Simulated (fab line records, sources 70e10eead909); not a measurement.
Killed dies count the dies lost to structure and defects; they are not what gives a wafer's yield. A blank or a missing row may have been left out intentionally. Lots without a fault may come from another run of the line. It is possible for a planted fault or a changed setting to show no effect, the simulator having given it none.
fab line records	flow nand-harc	part 2 of 2: steps 5 to 6 of 6
record: lots: 22	wafers: 66	last-day: 34
route steps=1302 shown A_CHANNEL_HOLE_D2@585 A_CHANNEL_FILL_D2@613
lots untouched by any fault: they come from a run of this same line in which no faults occurred
start-h: hours from the record's first day to the start of the lot's first wafer shown	wait-h: hours since the lot's step before	" same as the row above	L1.1+2: several wafers, shown together as one row	- no value, or no start given	* or withheld: withheld	< > ~ a bound
route shown NAME@n: a module of which the file shows steps, and the number in the route of the first	usual: the fault-free wafers' mean and standard deviation	same: alike in all rows	chamber/n: place in a boat	sites: per-site readings	_std_site: standard deviation of those values	_edge_site: the outer-site mean with the inner-site mean subtracted	radius-mm: for every site, how far away it sits from the centre of the wafer	mask NAME#n: copy n	behind: the last tool/chamber to shape the wafer	hold: why the lot was held/for how many hours/how that ended	device: the transistor (n, p or np) that didn't switch	end of line: the same wafers' tests at the end of the route	a step without rows: its recipe alone	killed: dies lost to structure and defects at the first sort, not the wafer's yield	map: shows each die of a wafer: x if killed, . if not, _ if none is there
set.NAME: the run value of the setting; set.NAME@STEP: its run value at that earlier step	model.NAME: the simulator's own value behind a step, which no gauge read
one table for each step of the route and one row for each wafer, over a sample of lots
services: from which hour (start-h, from the record's first day; less than 0 if before it) a tool's chamber was out of use, for how many hours, and why
== steps ==
step: NHARC_A_CHANNEL_FILL_D2_ALD_03
recipe: target-thk-a: 60	pulse-time-s: 60	ald-cycles: 58	temp-c: 630	pressure-torr: 2	material: SiNx
usual: precursor-pulse-height-rel: 0.999/0.02
lot.wafer	tool	chamber	start-h	wait-h	precursor-pulse-height-rel
L074.2	ald-sin-batch-01	0	-	-	1.006
L074.3	"	0	"	"	1.018
L074.5	"	0	"	"	0.978
L075.1	ald-sin-batch-03	0	-	-	0.976
L075.2	"	0	"	"	0.989
L075.4	"	0	"	"	1.015
L076.1	ald-sin-batch-01	0	-	-	1.001
L076.2	"	0	"	"	0.970
L076.6	"	0	"	"	0.976
L077.2	ald-sin-batch-01	0	-	-	0.995
L077.5	"	0	"	"	1.030
L077.6	"	0	"	"	1.002
L079.1	ald-sin-batch-02	0	-	-	0.981
L079.3	"	0	"	"	0.995
L079.6	"	0	"	"	0.994
L080.2	ald-sin-batch-02	0	-	-	0.986
L080.3	"	0	"	"	0.994
L080.5	"	0	"	"	0.991
L082.2	ald-sin-batch-02	0	-	-	1.027
L082.3	"	0	"	"	0.988
L082.4	"	0	"	"	1.009
L083.2	ald-sin-batch-03	0	-	-	1.035
L083.5	"	0	"	"	0.985
L083.6	"	0	"	"	0.995
L084.1	ald-sin-batch-03	0	-	-	1.039
L084.2	"	0	"	"	1.025
L084.4	"	0	"	"	1.048
L085.1	ald-sin-batch-03	0	-	-	0.996
L085.3	"	0	"	"	0.983
L085.6	"	0	"	"	0.998
L086.1	ald-sin-batch-02	0	-	-	1.023
L086.5	"	0	"	"	0.976
L086.6	"	0	"	"	0.994
L087.3	ald-sin-batch-02	0	-	-	0.992
L087.4	"	0	"	"	0.990
L087.6	"	0	"	"	0.998
L088.3	ald-sin-batch-01	0	-	-	1.033
L088.5	"	0	"	"	0.993
L088.6	"	0	"	"	0.962
L089.3	ald-sin-batch-01	0	-	-	1.007
L089.4	"	0	"	"	1.014
L089.6	"	0	"	"	0.990
L091.1	ald-sin-batch-01	0	-	-	0.970
L091.2	"	0	"	"	0.999
L091.3	"	0	"	"	0.986
L090.2	ald-sin-batch-02	0	-	-	1.020
L090.4	"	0	"	"	0.993
L090.5	"	0	"	"	0.962
L092.4	ald-sin-batch-03	0	-	-	1.016
L092.5	"	0	"	"	0.968
L092.6	"	0	"	"	0.968
L093.1	ald-sin-batch-02	0	-	-	0.963
L093.3	"	0	"	"	0.972
L093.4	"	0	"	"	0.950
L094.1	ald-sin-batch-02	0	-	-	1.000
L094.2	"	0	"	"	1.013
L094.3	"	0	"	"	1.021
L095.4	ald-sin-batch-03	0	-	-	0.990
L095.5	"	0	"	"	0.987
L095.6	"	0	"	"	0.994
L096.2	ald-sin-batch-03	0	-	-	0.988
L096.3	"	0	"	"	0.992
L096.6	"	0	"	"	0.985
L097.2	ald-sin-batch-01	0	-	-	0.993
L097.3	"	0	"	"	1.006
L097.5	"	0	"	"	0.988
step: NHARC_A_CHANNEL_FILL_D2_STRIP_29
recipe: time-s: 20	o2-flow-sccm: 500	ar-flow-sccm: 0	bias-w: 0	chemistry: O2
usual: drypump-motor-current-A: 5.8/0.36	o2-flow-sccm: 500.0/1.6	oes-product-au: 1.002/0.011	rf-vpp-V: 57.8/0.9	showerhead-plenum-p-Torr: 3.55/0.17	throttle-valve-pct: 17.036/0.0093
same: bias-w: 0
lot.wafer	tool	chamber	start-h	wait-h	drypump-motor-current-A	o2-flow-sccm	oes-product-au	rf-hours-counter-h	rf-vpp-V	showerhead-plenum-p-Torr	throttle-valve-pct
L074.2	rie-diel-09	0	-	-	5.9	499.5	1.021	0	57.7	3.37	17.033
L074.3	"	2	"	"	6.2	502.6	1.001	0	57.1	3.42	17.044
L074.5	"	0	"	"	5.9	498.9	1.025	-	57.5	3.37	17.038
L075.4	rie-diel-09	3	-	-	5.5	498.9	1.012	0	58.7	3.30	17.039
L075.2	"	1	"	"	6.2	501.5	0.996	0	57.9	3.58	17.031
L075.1	"	2	"	"	6.1	497.2	0.995	0	58.8	3.42	17.027
L077.2	rie-diel-13	0	-	-	5.1	499.6	1.020	0	57.7	3.55	17.041
L077.5	"	0	"	"	5.1	498.1	1.028	-	57.8	3.55	17.040
L077.6	"	1	"	"	5.4	498.9	0.990	-	59.4	3.79	17.042
L076.1	rie-diel-09	1	-	-	6.2	498.4	1.001	1	58.0	3.58	17.049
L076.2	"	3	"	"	5.5	500.0	1.010	1	56.7	3.30	17.030
L076.6	"	0	"	"	5.9	497.5	1.024	-	56.3	3.37	17.033
L079.1	rie-diel-13	3	382.05	0.1	5.8	500.8	0.999	1	58.1	3.76	17.043
L079.3	"	0	"	"	5.1	498.1	1.019	1	57.0	3.55	17.042
L079.6	"	1	"	"	5.4	500.2	0.984	-	58.0	3.78	17.038
L080.3	rie-diel-09	3	-	-	5.5	499.9	1.003	2	57.2	3.30	17.058
L080.2	"	2	"	"	6.1	498.1	0.995	2	57.8	3.42	17.048
L080.5	"	0	"	"	5.9	501.4	1.016	-	56.3	3.37	17.046
L082.2	rie-diel-09	3	-	-	5.5	499.2	1.010	3	58.5	3.30	17.028
L082.3	"	0	"	"	5.9	499.2	1.013	3	57.1	3.37	17.043
L082.4	"	1	"	"	6.2	501.6	1.002	3	57.1	3.58	17.028
L083.2	rie-diel-09	2	-	-	6.1	501.8	0.995	3	59.1	3.42	17.047
L083.5	"	2	"	"	6.2	501.8	0.996	-	57.8	3.42	17.028
L083.6	"	3	"	"	5.5	500.6	1.000	-	56.0	3.30	17.044
L084.1	rie-diel-13	3	-	-	5.8	500.2	1.001	2	59.0	3.76	17.040
L084.4	"	1	"	"	5.4	503.8	0.981	2	58.7	3.78	17.013
L084.2	"	2	"	"	5.6	498.8	0.993	2	57.6	3.33	17.039
L085.3	rie-diel-09	0	-	-	5.9	500.0	1.014	5	57.5	3.37	17.034
L085.1	"	1	"	"	6.2	497.6	1.010	4	58.1	3.58	17.041
L085.6	"	0	"	"	5.9	498.6	1.019	-	56.7	3.37	17.048
L087.4	rie-diel-09	1	-	-	6.2	497.1	0.993	4	58.4	3.58	17.033
L087.3	"	3	"	"	5.5	500.8	1.010	4	55.2	3.30	17.038
L087.6	"	2	"	"	6.1	500.7	0.978	-	57.3	3.42	17.030
L086.1	rie-diel-13	1	-	-	5.4	500.7	0.987	2	58.4	3.78	17.043
L086.5	"	1	"	"	5.4	499.4	0.984	-	58.8	3.78	17.032
L086.6	"	2	"	"	5.7	501.6	0.990	-	57.6	3.33	17.027
L088.3	rie-diel-13	3	-	-	5.8	498.3	0.995	3	58.8	3.76	17.031
L088.5	"	2	"	"	5.6	500.0	0.986	-	57.7	3.33	17.019
L088.6	"	3	"	"	5.8	501.3	0.986	-	58.8	3.76	17.035
L090.4	rie-diel-07	1	-	-	6.0	499.3	0.996	3	58.1	3.67	17.050
L090.2	"	3	"	"	6.3	498.5	1.003	4	58.2	3.61	17.037
L090.5	"	1	"	"	5.9	500.0	1.008	-	58.5	3.67	17.022
L091.1	rie-diel-13	1	-	-	5.4	501.7	1.002	3	58.7	3.78	17.049
L091.2	"	3	"	"	5.8	500.8	0.993	3	58.7	3.76	17.021
L091.3	"	0	"	"	5.1	499.4	1.010	3	58.2	3.55	17.030
L089.3	rie-diel-13	3	-	-	5.7	503.0	0.986	3	57.9	3.76	17.027
L089.4	"	2	"	"	5.7	497.5	0.989	3	57.0	3.33	17.022
L089.6	"	0	"	"	5.1	500.5	1.008	-	58.2	3.55	17.037
L092.4	rie-diel-07	0	-	-	6.2	498.0	1.015	7	58.3	3.67	17.037
L092.5	"	1	"	"	5.9	499.9	1.009	-	58.2	3.67	17.024
L092.6	"	2	"	"	6.1	500.4	1.020	-	57.1	3.78	17.025
L093.3	rie-diel-07	3	-	-	6.3	500.4	1.003	10	57.0	3.61	17.042
L093.1	"	0	"	"	6.2	501.1	1.009	9	58.2	3.66	17.034
L093.4	"	2	"	"	6.1	501.0	1.003	10	58.6	3.78	17.039
L094.2	rie-diel-09	2	539.04	0.1	6.1	499.4	1.001	1	58.7	3.42	17.028
L094.1	"	3	"	"	5.5	501.2	1.021	1	58.8	3.30	17.004
L094.3	"	1	"	"	6.2	501.2	1.013	1	58.1	3.58	17.051
L095.5	rie-diel-07	1	563.51	0.1	5.9	501.4	1.000	-	58.2	3.66	17.027
L095.6	"	3	"	"	6.3	498.6	1.009	-	58.4	3.61	17.036
L095.4	"	0	"	"	6.2	499.8	1.009	-	58.7	3.66	17.038
L097.3	rie-diel-07	0	-	-	6.2	499.1	1.002	17	58.3	3.66	17.038
L097.2	"	2	"	"	6.1	498.8	1.006	14	56.5	3.78	17.030
L097.5	"	0	"	"	6.1	499.2	1.001	-	59.7	3.66	17.041
L096.3	rie-diel-13	0	-	-	5.1	500.3	0.992	1	58.8	3.55	17.025
L096.2	"	2	"	"	5.7	499.2	1.004	1	56.9	3.33	17.032
L096.6	"	0	"	"	5.1	500.7	0.985	-	56.1	3.55	17.035
== services ==
tool	chamber	start-h	hours	kind
rie-diel-12	-	268.40	9.0	pm
rie-diel-01	-	283.29	2.2	repair
rie-diel-09	3	303.11	1.3	repair
rie-diel-13	0	307.03	15.5	repair
rie-diel-09	-	320.13	9.0	pm
rie-diel-13	-	342.00	9.0	pm
rie-diel-01	2	342.79	9.9	repair
rie-diel-01	1	360.47	4.9	repair
rie-diel-13	2	379.69	4.1	repair
har-etch-02	-	380.05	17.0	pm
rie-diel-01	-	380.80	9.0	pm
rie-diel-13	1	403.31	17.0	repair
rie-diel-01	2	403.74	7.4	repair
rie-diel-09	-	436.53	0.5	repair
rie-diel-12	-	445.40	9.0	pm
rie-diel-09	2	448.95	2.7	repair
rie-diel-13	-	456.43	0.1	repair
rie-diel-09	-	469.42	0.8	repair
rie-diel-09	0	474.54	44.7	repair
rie-diel-01	3	475.20	7.0	repair
rie-diel-09	-	497.13	9.0	pm
rie-diel-12	-	498.26	2.2	repair
rie-diel-09	0	522.43	21.1	repair
rie-diel-12	0	540.41	19.7	repair
